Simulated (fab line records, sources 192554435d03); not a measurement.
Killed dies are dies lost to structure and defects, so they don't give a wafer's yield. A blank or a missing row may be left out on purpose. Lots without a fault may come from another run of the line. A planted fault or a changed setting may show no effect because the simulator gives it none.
Chamber matching | flow n5_finfet | N5_ZERO_LAYER_DESCUM_16 on rie_diel-01: 4 sister chambers
The step chemistry O2, time 7.9 s. 8 wafers are shown with their chamber, then 12 later ones without.

WAFERS WITH THEIR CHAMBER
wafer  | chamber | throttle_valve_pct (%) | showerhead_plenum_p_Torr (Torr)
L084.2 | 3       | 20.82                  | 2.10
L086.4 | 2       | 20.68                  | 2.11
L090.1 | 1       | 20.26                  | 2.15
L090.3 | 0       | 20.68                  | 2.19
L090.6 | 1       | 20.27                  | 2.15
L091.1 | 2       | 20.68                  | 2.11
L091.2 | 3       | 20.84                  | 2.09
L091.3 | 0       | 20.69                  | 2.19

WAFERS WITHOUT THEIR CHAMBER
wafer  | throttle_valve_pct (%) | showerhead_plenum_p_Torr (Torr)
L092.2 | 20.69                  | 2.11
L092.4 | 20.85                  | 2.09
L092.6 | 20.69                  | 2.19
L093.2 | 20.70                  | 2.19
L093.3 | 20.85                  | 2.09
L093.6 | 20.85                  | 2.09
L094.3 | 20.69                  | 2.19
L094.4 | 20.67                  | 2.10
L094.5 | 20.68                  | 2.10
L095.2 | 20.69                  | 2.19
L095.5 | 20.70                  | 2.19
L095.6 | 20.88                  | 2.09

WHICH CHAMBER EACH WENT THROUGH
wafer  | from the rows above | in truth
L092.2 | 2                   | 2
L092.4 | 3                   | 3
L092.6 | 0                   | 0
L093.2 | 0                   | 0
L093.3 | 3                   | 3
L093.6 | 3                   | 3
L094.3 | 0                   | 0
L094.4 | 2                   | 2
L094.5 | 2                   | 2
L095.2 | 0                   | 0
L095.5 | 0                   | 0
L095.6 | 3                   | 3
Placed correctly: 12 of 12. Can't be placed from these rows: 0. Placed wrongly: 0.
How it was worked out, from the rows above alone: a wafer's distance from a chamber is the root of the sum, over the readings, of the square of ((its reading less the chamber's mean) divided by the reading's scatter). The wafer belongs to the nearest chamber; if the next one is less than 2 further off, it can't be placed. A chamber's mean is the mean of its shown wafers. The scatter: the root of (the sum of the squares of (reading less its chamber's mean) over the shown wafers, divided by (wafers less chambers)).
